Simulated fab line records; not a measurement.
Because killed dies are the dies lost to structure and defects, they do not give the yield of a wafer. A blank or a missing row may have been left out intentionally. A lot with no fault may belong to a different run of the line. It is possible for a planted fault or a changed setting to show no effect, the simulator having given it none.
Which tool is to blame? | flow n5 finfet | 21 wafers from 7 lots sampled at 3 of the route's 1938 steps

## WHAT EACH GAUGE READ, for each wafer
N5_DUMMY_REMOVAL_INSPECT_06: inspects for defects (brightfield).
lot  | measured    | on                | raw defect count
L410 | day 4 08:29 | defect inspect-01 | 9 8 4
L412 | day 4 16:18 | defect inspect-02 | 8 9 5
L416 | day 5 15:00 | defect inspect-02 | 10 12 10
L419 | day 6 15:26 | defect inspect-02 | 14 32 16
L424 | day 7 17:55 | defect inspect-02 | 22 8 25
L427 | day 8 14:28 | defect inspect-02 | 21 21 20
L432 | day 9 14:04 | defect inspect-02 | 11 9 14

## EACH LOT AND THE TOOL THAT RAN IT (in order: tool; ch and the chambers of the sampled wafers; start)
lot  | N5_SDB_CUT_ETCH_26              | N5_SDB_ALD_29
L410 | rie si-05 ch 0,1,3, day 4 04:55 | ald sin-04 ch 0,2,3, day 4 05:11
L412 | rie si-06 ch 0,1,2, day 4 12:41 | ald sin-04 ch 0,2,3, day 4 12:52
L416 | rie si-03 ch 0,1,2, day 5 11:31 | ald sin-04 ch 2,3, day 5 11:43
L419 | rie si-06 ch 1,2, day 6 11:58   | ald sin-01 ch 0,2,3, day 6 12:08
L424 | rie si-03 ch 0,1,2, day 7 14:25 | ald sin-03 ch 1,2,3, day 7 14:36
L427 | rie si-06 ch 1,2,3, day 8 10:50 | ald sin-03 ch 0,1,2, day 8 11:01
L432 | rie si-06 ch 0,2, day 9 10:35   | ald sin-01 ch 0,2,3, day 9 10:46
- N5_SDB_CUT_ETCH_26: etches Si in HBr/Cl2/O2, target depth 129.6 nm, bt time 20 s, time 51.8 s.
- N5_SDB_ALD_29: deposits SiNx, target thk 30 nm, pulse time 1 s, ald cycles 600.

## THE ANSWER, worked out from the rows above alone
Rule: usual is defined by the lots themselves. The widest of any qualifying gaps counts: lots, ordered by their means at a reading, are off when they make up no more than a third of the lots, leave a main group of 4 or more, and stand apart from it by 3 or more times the standard deviation of that group's means. Not used: any main group whose means are identical at the precision the tables above print for the reading. Also off: a lot with no number at a reading for which 4 or more lots have one. Any other lot the step has rows for is counted as sound.
Nothing can be told from this: no lot is off at any reading shown.

## WHAT THE SIMULATOR PUT IN
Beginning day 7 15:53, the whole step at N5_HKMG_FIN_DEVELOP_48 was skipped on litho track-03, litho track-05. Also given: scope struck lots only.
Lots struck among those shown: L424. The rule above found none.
